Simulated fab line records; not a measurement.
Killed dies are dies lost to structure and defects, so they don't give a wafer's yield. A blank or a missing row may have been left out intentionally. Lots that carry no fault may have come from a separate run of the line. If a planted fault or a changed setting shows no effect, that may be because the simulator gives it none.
The tool behind it: which one? -- flow nand-harc -- 12 lots, 36 wafers sampled, at 2 steps of a route of 1302

## WHAT EACH GAUGE READ, for each wafer
NHARC_A_ONON_D2_THK_MEAS_21: measures by ellipsometry.
lot,measured,on,thk-nm (nm)
L074,day 13 09:19,film-metro-02,1010 1009 1009
L077,day 14 06:44,film-metro-01,988 987 988
L079,day 15 02:22,film-metro-02,995 995 996
L081,day 16 05:01,film-metro-01,1001 1002 1003
L083,day 16 11:35,film-metro-01,994 994 993
L084,day 17 04:01,film-metro-01,994 992 995
L087,day 18 15:10,film-metro-01,1019 1020 1019
L089,day 18 15:10,film-metro-01,1000 1000 998
L091,day 19 09:01,film-metro-02,1014 1017 1014
L093,day 20 09:56,film-metro-01,990 988 989
L095,day 22 08:02,film-metro-01,999 1000 1002
L097,day 22 20:30,film-metro-01,1003 1002 1003

## WHICH TOOL RAN EACH LOT (tool, then ch and the chambers of the sampled wafers, then the start)
lot,NHARC_A_DECK1_JOINT_ETCHBACK_00
L074,"rie-si-03 ch 0,1,3, day 12 00:34"
L077,"rie-si-03 ch 0,1,3, day 12 11:54"
L079,"rie-si-02 ch 0,2,3, day 13 17:23"
L081,"rie-si-05 ch 0,1,3, day 14 16:22"
L083,"rie-si-03 ch 0,2, day 15 03:25"
L084,"rie-si-02 ch 2,3, day 15 19:50"
L087,"rie-si-05 ch 0,3, day 17 04:26"
L089,"rie-si-05 ch 0,1,2, day 17 08:17"
L091,"rie-si-05 ch 0,2,3, day 18 01:06"
L093,"rie-si-02 ch 0,1,3, day 19 02:25"
L095,"rie-si-05 ch 1,2, day 20 02:46"
L097,"rie-si-02 ch 1,3, day 21 07:37"
- NHARC_A_DECK1_JOINT_ETCHBACK_00: etches the open film in HBr, target depth 30 nm, time 17.4 s.

## THE ANSWER, worked out from the rows above alone
Rule: the usual values come from the lots themselves. Put in order of their means at a reading, lots are off if they are a third of the lots or fewer, leave a main group of 4 or more, and stand apart from it by a gap of 3 or more times the standard deviation of the main group's means; of several such gaps the widest counts. The tables above print the reading to a certain number of digits; a main group whose means all agree to those digits is not used. Also off: a lot with no number at a reading for which 4 or more lots have one. All remaining lots with rows at the step are treated as sound.
Across all readings shown, no lot is off: no conclusion can be drawn from this.

## WHAT WAS PUT IN BY THE SIMULATOR
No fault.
